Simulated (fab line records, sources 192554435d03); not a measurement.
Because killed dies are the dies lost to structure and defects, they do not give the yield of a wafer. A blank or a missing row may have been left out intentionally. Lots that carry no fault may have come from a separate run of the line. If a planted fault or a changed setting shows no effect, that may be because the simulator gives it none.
fab line records -- flow n5_finfet -- part 2 of 2: steps 26 to 34 of 34
record lots=5, wafers=15, last_day=15
route steps=1938 shown BEOL_M8@1380 BEOL_M9@1401
lots with no fault: from the same line, run without faults
start_h: the number of hours between the record's first day and the start of the first shown wafer of the lot -- wait_h: hours from the lot's prior step to this one -- " repeats the value in the row above -- L1.1+2: a single row standing in for several wafers -- - no value, or no start was given -- * or withheld: withheld -- < > ~ a bound
route shown NAME@n: NAME is a module with steps in the file, n the number in the route of the first one -- usual: average and standard deviation across the fault-free wafers -- same: alike in all rows -- chamber/n: place in a boat -- sites: the reading at each site -- _std_site: the values' standard deviation -- _edge_site: outer sites' mean less inner sites' -- radius_mm: how far each site lies from the wafer's centre -- mask NAME#n: copy n -- behind: the most recent tool/chamber to have shaped the wafer -- hold: why the lot was held/for how many hours/how that ended -- device: names the non-switching transistor (n, p or np) -- end of line: the same wafers' tests at the end of the route -- step lacking rows: just its recipe -- killed: the dies lost at the first sort to structure and to defects; this is not the yield of the wafer -- map: the dies of a wafer, with x for killed, . for not killed, _ for no die there
set.NAME: setting as actually run; set.NAME@STEP: the setting as run at that earlier step -- model.NAME: the simulator's own value behind a step, which no gauge read
lots at some steps of the route; a table a step, a row a wafer
services: a tool's chamber out of use, with start hour (start_h, from the record's first day; less than 0 if before it), hours out, and reason
## steps
# step N5_BEOL_M9_HM_DEP_02
# recipe material=TiN, target_thk_a=200, temp_c=25, chamber_pressure_pa=0.49996
# usual throttle_valve_pct=29.6/0.92
lot.wafer,tool,chamber,start_h,wait_h,throttle_valve_pct
L077.1,pvd_sputter-03,-,220.59,0.8,29.3
L077.3,pvd_sputter-03,-,220.59,0.8,29.0
L077.5,pvd_sputter-03,-,220.59,0.8,29.8
L079.2,pvd_sputter-01,-,235.72,0.3,27.6
L079.4,pvd_sputter-01,-,235.72,0.3,29.2
L079.6,pvd_sputter-01,-,235.72,0.3,27.3
L078.1,pvd_sputter-03,-,239.18,0.5,30.4
L078.2,pvd_sputter-03,-,239.18,0.5,29.8
L078.3,pvd_sputter-03,-,239.18,0.5,30.4
L087.2,pvd_sputter-01,-,289.13,0.2,29.5
L087.3,pvd_sputter-01,-,289.13,0.2,29.8
L087.4,pvd_sputter-01,-,289.13,0.2,29.8
L089.1,pvd_sputter-01,-,301.18,2.2,29.9
L089.3,pvd_sputter-01,-,301.18,2.2,29.8
L089.4,pvd_sputter-01,-,301.18,2.2,29.5
# step N5_BEOL_M9_COAT_59
# recipe resist=SOC, temp_c=250, time_s=60, spin_rpm=1500, resist_thk_nm=100
# usual exhaust_pa=45.0/0.77, plate_temp_C=250.03/0.19, spin_speed_rpm=1499.8/1
lot.wafer,tool,chamber,start_h,wait_h,exhaust_pa,plate_temp_C,spin_speed_rpm
L077.1,litho_track-02,0,220.72,0.1,45.4,249.79,1499.6
L077.3,litho_track-02,0,220.72,0.1,45.6,249.93,1499.5
L077.5,litho_track-02,0,220.72,0.1,46.2,249.78,1499.8
L079.2,litho_track-02,0,235.85,0.1,44.7,249.85,1500.2
L079.4,litho_track-02,0,235.85,0.1,45.7,250.02,1499.5
L079.6,litho_track-02,0,235.85,0.1,46.3,249.83,1499.4
L078.1,litho_track-04,0,239.30,0.1,45.3,250.10,1501.5
L078.2,litho_track-04,0,239.30,0.1,44.9,250.22,1501.1
L078.3,litho_track-04,0,239.30,0.1,45.3,250.36,1498.5
L087.2,litho_track-02,0,289.26,0.1,45.1,249.80,1499.6
L087.3,litho_track-02,0,289.26,0.1,45.6,250.01,1499.6
L087.4,litho_track-02,0,289.26,0.1,43.5,250.24,1501.2
L089.1,litho_track-05,0,301.30,0.1,44.9,250.01,1497.7
L089.3,litho_track-05,0,301.30,0.1,45.4,249.79,1499.4
L089.4,litho_track-05,0,301.30,0.1,46.3,250.05,1499.0
# step N5_BEOL_M9_COAT_60
# recipe resist=SiARC, temp_c=220, time_s=60, spin_rpm=1500, resist_thk_nm=30
# usual exhaust_pa=45.1/0.96, plate_temp_C=219.98/0.16, spin_speed_rpm=1499.9/0.99
lot.wafer,tool,chamber,start_h,wait_h,exhaust_pa,plate_temp_C,spin_speed_rpm
L077.1,litho_track-02,0,-,-,42.2,219.93,1500.8
L077.3,litho_track-02,0,-,-,43.3,220.03,1501.4
L077.5,litho_track-02,0,-,-,44.0,220.07,1500.3
L079.2,litho_track-02,0,-,-,45.7,220.08,1497.4
L079.4,litho_track-02,0,-,-,46.7,220.02,1500.1
L079.6,litho_track-02,0,-,-,46.4,219.85,1500.3
L078.1,litho_track-04,0,-,-,45.6,219.97,1501.8
L078.2,litho_track-04,0,-,-,45.3,220.21,1501.1
L078.3,litho_track-04,0,-,-,45.1,219.96,1498.7
L087.2,litho_track-02,0,-,-,44.3,220.02,1499.6
L087.3,litho_track-02,0,-,-,45.5,219.91,1498.9
L087.4,litho_track-02,0,-,-,44.9,220.01,1498.4
L089.1,litho_track-05,0,-,-,43.6,220.09,1498.5
L089.3,litho_track-05,0,-,-,44.9,220.04,1499.3
L089.4,litho_track-05,0,-,-,44.4,220.05,1499.6
# step N5_BEOL_M9_COAT_05
# recipe resist=CAR-ArF, spin_rpm=1500, resist_thk_nm=90
# usual exhaust_pa=44.9/0.89, spin_speed_rpm=1500.1/0.91
lot.wafer,tool,chamber,start_h,wait_h,exhaust_pa,spin_speed_rpm
L077.1,litho_track-02,0,-,-,44.5,1499.6
L077.3,litho_track-02,0,-,-,44.7,1499.7
L077.5,litho_track-02,0,-,-,43.3,1498.9
L079.2,litho_track-02,0,-,-,45.0,1500.1
L079.4,litho_track-02,0,-,-,45.8,1498.5
L079.6,litho_track-02,0,-,-,44.3,1499.6
L078.1,litho_track-04,0,-,-,44.7,1501.2
L078.2,litho_track-04,0,-,-,46.8,1499.5
L078.3,litho_track-04,0,-,-,46.1,1498.5
L087.2,litho_track-02,0,-,-,45.2,1499.4
L087.3,litho_track-02,0,-,-,45.1,1500.1
L087.4,litho_track-02,0,-,-,44.4,1499.4
L089.1,litho_track-05,0,-,-,44.4,1499.2
L089.3,litho_track-05,0,-,-,45.2,1502.1
L089.4,litho_track-05,0,-,-,45.0,1501.8
# step N5_BEOL_M9_EBR_07
# recipe solvent=PGMEA, ebr_width_mm=1.5
# usual exhaust_pa=45.1/1
lot.wafer,tool,chamber,start_h,wait_h,exhaust_pa
L077.1,litho_track-02,0,-,-,46.2
L077.3,litho_track-02,0,-,-,47.3
L077.5,litho_track-02,0,-,-,46.6
L079.2,litho_track-02,0,-,-,43.5
L079.4,litho_track-02,0,-,-,43.9
L079.6,litho_track-02,0,-,-,44.1
L078.1,litho_track-04,0,-,-,44.2
L078.2,litho_track-04,0,-,-,43.7
L078.3,litho_track-04,0,-,-,44.5
L087.2,litho_track-02,0,-,-,44.1
L087.3,litho_track-02,0,-,-,44.3
L087.4,litho_track-02,0,-,-,42.5
L089.1,litho_track-05,0,-,-,44.5
L089.3,litho_track-05,0,-,-,44.7
L089.4,litho_track-05,0,-,-,44.9
# step N5_BEOL_M9_SOFTBAKE_06
# recipe temp_c=110, time_s=60, resist=CAR-ArF
# usual exhaust_pa=45.0/0.87, plate_temp_C=109.99/0.14
lot.wafer,tool,chamber,start_h,wait_h,exhaust_pa,plate_temp_C
L077.1,litho_track-02,0,-,-,43.1,110.04
L077.3,litho_track-02,0,-,-,44.4,109.98
L077.5,litho_track-02,0,-,-,44.1,110.19
L079.2,litho_track-02,0,-,-,42.8,109.89
L079.4,litho_track-02,0,-,-,44.4,109.94
L079.6,litho_track-02,0,-,-,44.6,110.09
L078.1,litho_track-04,0,-,-,44.7,109.75
L078.2,litho_track-04,0,-,-,43.2,110.04
L078.3,litho_track-04,0,-,-,44.4,110.11
L087.2,litho_track-02,0,-,-,45.7,109.86
L087.3,litho_track-02,0,-,-,44.6,109.96
L087.4,litho_track-02,0,-,-,45.7,109.96
L089.1,litho_track-05,0,-,-,46.3,110.10
L089.3,litho_track-05,0,-,-,46.5,109.90
L089.4,litho_track-05,0,-,-,44.8,109.93
# step N5_BEOL_M9_EXPOSE_08
# recipe mask_id=M9, na=1.35, source_shape=dipole, sigma_inner=0.411, sigma_outer=0.611, polarization=te, dose_mj=53.75
# same dipole_opening_deg=40
lot.wafer,tool,chamber,start_h,wait_h,mask
L077.1+3+5,arfi_scanner-03,0,220.96,-,M9#0
L079.2+4+6,arfi_scanner-01,0,236.10,-,M9#0
L078.1+2+3,arfi_scanner-02,0,239.55,-,M9#0
L087.2+3+4,arfi_scanner-01,0,289.38,-,M9#0
L089.1+3+4,arfi_scanner-03,0,301.42,-,M9#0
# step N5_BEOL_M9_PEB_09
# recipe peb_temp_c=withheld, peb_time_s=60, resist=CAR-ArF
# usual exhaust_pa=44.7/0.85
lot.wafer,tool,chamber,start_h,wait_h,exhaust_pa
L077.1,litho_track-05,0,221.02,0.1,44.1
L077.3,litho_track-05,0,221.02,0.1,45.2
L077.5,litho_track-05,0,221.02,0.1,45.2
L079.2,litho_track-02,0,236.15,0.0,44.6
L079.4,litho_track-02,0,236.15,0.0,45.1
L079.6,litho_track-02,0,236.15,0.0,43.4
L078.1,litho_track-02,0,239.61,0.1,43.8
L078.2,litho_track-02,0,239.61,0.1,43.6
L078.3,litho_track-02,0,239.61,0.1,44.5
L087.2,litho_track-04,0,289.44,0.0,44.7
L087.3,litho_track-04,0,289.44,0.0,44.2
L087.4,litho_track-04,0,289.44,0.0,43.1
L089.1,litho_track-05,0,301.48,0.1,45.4
L089.3,litho_track-05,0,301.48,0.1,44.4
L089.4,litho_track-05,0,301.48,0.1,45.9
# step N5_BEOL_M9_DEVELOP_10
# recipe develop_time_s=30, developer=TMAH, resist=CAR-ArF, rinse_liquid=diw, dry=air_spin, dev_temp_c=23
# usual developer_temp_C=23.00/0.12, exhaust_pa=45.1/0.88
lot.wafer,tool,chamber,start_h,wait_h,developer_temp_C,exhaust_pa
L077.1,litho_track-05,0,-,-,22.94,46.5
L077.3,litho_track-05,0,-,-,23.05,46.4
L077.5,litho_track-05,0,-,-,23.02,45.2
L079.2,litho_track-02,0,-,-,23.23,44.5
L079.4,litho_track-02,0,-,-,23.04,45.9
L079.6,litho_track-02,0,-,-,23.17,45.9
L078.1,litho_track-02,0,-,-,23.27,45.5
L078.2,litho_track-02,0,-,-,23.15,45.2
L078.3,litho_track-02,0,-,-,23.18,45.4
L087.2,litho_track-04,0,-,-,23.01,46.2
L087.3,litho_track-04,0,-,-,22.93,45.3
L087.4,litho_track-04,0,-,-,22.95,46.7
L089.1,litho_track-05,0,-,-,22.97,45.2
L089.3,litho_track-05,0,-,-,23.01,43.6
L089.4,litho_track-05,0,-,-,22.99,44.6
## services
tool,chamber,start_h,hours,kind
arfi_scanner-01,-,191.63,1.3,pm
pecvd-03,-,205.77,3.3,repair
arfi_scanner-03,-,209.84,1.0,pm
rtp_anneal-02,-,212.99,3.6,pm
arfi_scanner-03,-,214.36,0.8,pm
uv_cure-02,-,215.01,1.0,pm
wet_bench-03,-,217.19,3.1,repair
cmp-03,-,220.80,0.6,repair
pecvd-01,-,227.49,1.4,repair
arfi_scanner-01,-,228.43,1.0,pm
arfi_scanner-03,-,248.26,1.3,pm
cmp-01,-,258.31,4.0,pm
cvd_co-02,-,261.61,0.6,repair
pecvd-02,2,262.76,15.1,repair
ald_metal-02,3,264.59,6.8,repair
arfi_scanner-03,-,264.81,1.6,repair
pecvd-02,-,268.90,14.6,pm
ald_metal-02,-,274.12,2.8,pm
wet_bench-03,-,281.05,11.4,repair
cmp-03,-,281.20,3.0,repair
arfi_scanner-03,-,288.56,3.1,pm
pecvd-04,1,292.16,6.6,repair
uv_cure-03,-,297.84,2.1,pm
pecvd-03,-,300.66,0.8,pm
